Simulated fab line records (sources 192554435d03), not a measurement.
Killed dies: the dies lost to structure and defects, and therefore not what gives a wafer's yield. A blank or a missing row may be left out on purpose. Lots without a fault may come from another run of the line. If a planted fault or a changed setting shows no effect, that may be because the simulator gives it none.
3 desks looking at one fault + flow n5_finfet + every desk sees just its own numbers, and what lay behind them comes last

== FOR THE TOOL OWNER'S DESK: rie_diel-05 ==
The tool's own readings at N5_HKMG_FIN_STRIP_57 (strips in CF4): means of the sampled wafers that have a number, for each lot that ran on this tool. If a lot's mean is further than 4 standard deviations from the usual mean, the lot is out of limits and carries the mark OUT (the distance appears in the brackets).
Columns: A = bias_power_w at N5_HKMG_FIN_STRIP_57, usual 75.00 W; B = cf4_flow_sccm at N5_HKMG_FIN_STRIP_57, usual 149.9 sccm; C = drypump_motor_current_A at N5_HKMG_FIN_STRIP_57, usual 5.3 A; D = oes_product_au at N5_HKMG_FIN_STRIP_57, usual 0.75 a.u.; E = rf_vpp_V at N5_HKMG_FIN_STRIP_57, usual 270.7 V; F = showerhead_plenum_p_Torr at N5_HKMG_FIN_STRIP_57, usual 1.78 Torr; G = throttle_valve_pct at N5_HKMG_FIN_STRIP_57, usual 13.60 %
| lot  | first seen here | A     | B     | C   | D    | E     | F    | G     |
|------|-----------------|-------|-------|-----|------|-------|------|-------|
| L951 | day 5 00:55     | 75.34 | 149.9 | 5.8 | 0.77 | 271.3 | 1.77 | 13.43 |
| L954 | day 5 18:14     | 74.91 | 150.3 | 5.9 | 0.76 | 270.5 | 1.77 | 13.44 |
This desk found nothing out of limits on any of the 2 lots.

== THE DEFECT DESK ==
For each lot, the counts of the inspections along the route, averaged over the sampled wafers that have a number. If a lot's mean is further than 4 standard deviations from the usual mean, the lot is out of limits and carries the mark OUT (the distance appears in the brackets).
Columns: A = raw_defect_count at N5_SDB_INSPECT_13, usual 70; B = raw_defect_count at N5_HKMG_FIN_INSPECT_14, usual 2.0
| lot  | first seen here | A   | B              |
|------|-----------------|-----|----------------|
| L951 | day 4 18:05     | 77  | 2.3            |
| L952 | day 4 22:25     | 92  | 18.7 (+13) OUT |
| L953 | day 5 03:38     | 104 | 21.7 (+15) OUT |
| L954 | day 5 11:59     | 140 | 2.0            |
| L961 | day 7 04:17     | 77  | 1.7            |
| L962 | day 7 11:26     | 76  | 2.3            |
| L965 | day 8 06:50     | 64  | 2.0            |
| L969 | day 9 08:03     | 48  | 1.0            |
| L970 | day 9 10:56     | 69  | 2.3            |
Finding of this desk: L952, L953 out of limits; the first was L952 at day 5 07:20, on raw_defect_count at N5_HKMG_FIN_INSPECT_14. In limits: L951, L954, L961, L962, L965, L969, L970.

== FROM THE METROLOGY DESK ==
What the gauges read for every lot (on any tool): the sampled wafers with a number, averaged. If a lot's mean is further than 4 standard deviations from the usual mean, the lot is out of limits and carries the mark OUT (the distance appears in the brackets). Readings shown: 7 of its 10, picked as those furthest out on some lot.
Columns: A = DIBL_N at N5_BEOL_M4_RC_MEAS_101, usual 36.8 mV/V; B = DIBL_P at N5_BEOL_M4_RC_MEAS_101, usual 37.1 mV/V; C = IOFF_N at N5_BEOL_M4_RC_MEAS_101, usual 0.17 nA/um; D = IOFF_P at N5_BEOL_M4_RC_MEAS_101, usual 0.22 nA/um; E = ION_P at N5_BEOL_M4_RC_MEAS_101, usual 460 uA/um; F = VT_N at N5_BEOL_M4_RC_MEAS_101, usual 249 mV; G = VT_P at N5_BEOL_M4_RC_MEAS_101, usual -250 mV
| lot  | first seen here | A    | B    | C    | D    | E   | F   | G    |
|------|-----------------|------|------|------|------|-----|-----|------|
| L951 | day 8 11:29     | 38.6 | 39.7 | 0.19 | 0.27 | 468 | 245 | -247 |
| L954 | day 9 15:49     | 40.6 | 40.5 | 0.22 | 0.26 | 465 | 245 | -249 |
| L962 | day 11 03:20    | 37.8 | 37.3 | 0.17 | 0.22 | 462 | 249 | -250 |
| L961 | day 11 14:58    | 36.3 | 36.4 | 0.16 | 0.24 | 476 | 249 | -245 |
| L965 | day 12 16:10    | 34.9 | 34.1 | 0.14 | 0.19 | 455 | 251 | -253 |
| L969 | day 13 15:09    | 35.1 | 35.7 | 0.14 | 0.18 | 452 | 252 | -254 |
| L970 | day 13 16:32    | 37.3 | 38.2 | 0.20 | 0.28 | 464 | 246 | -243 |
This desk found nothing out of limits on any of the 7 lots.

== BROUGHT TOGETHER ==
The defect desk could have raised an alarm at day 5 07:20, on L952, L953.
The tool owner's desk saw nothing out of limits.
The metrology desk saw nothing out of limits.
The tool owner's desk has no number on record for L952, L953.
The metrology desk has no number on record for L952, L953.
Of the lots named, all ran N5_HKMG_FIN_STRIP_57 on rie_diel-05.

== WHAT THE SIMULATOR HAD PUT IN ==
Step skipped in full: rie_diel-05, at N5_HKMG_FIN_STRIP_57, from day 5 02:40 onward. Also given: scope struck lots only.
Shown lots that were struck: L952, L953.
Hours from the fault's start to each desk's first reading out of limits: the defect desk, 5.
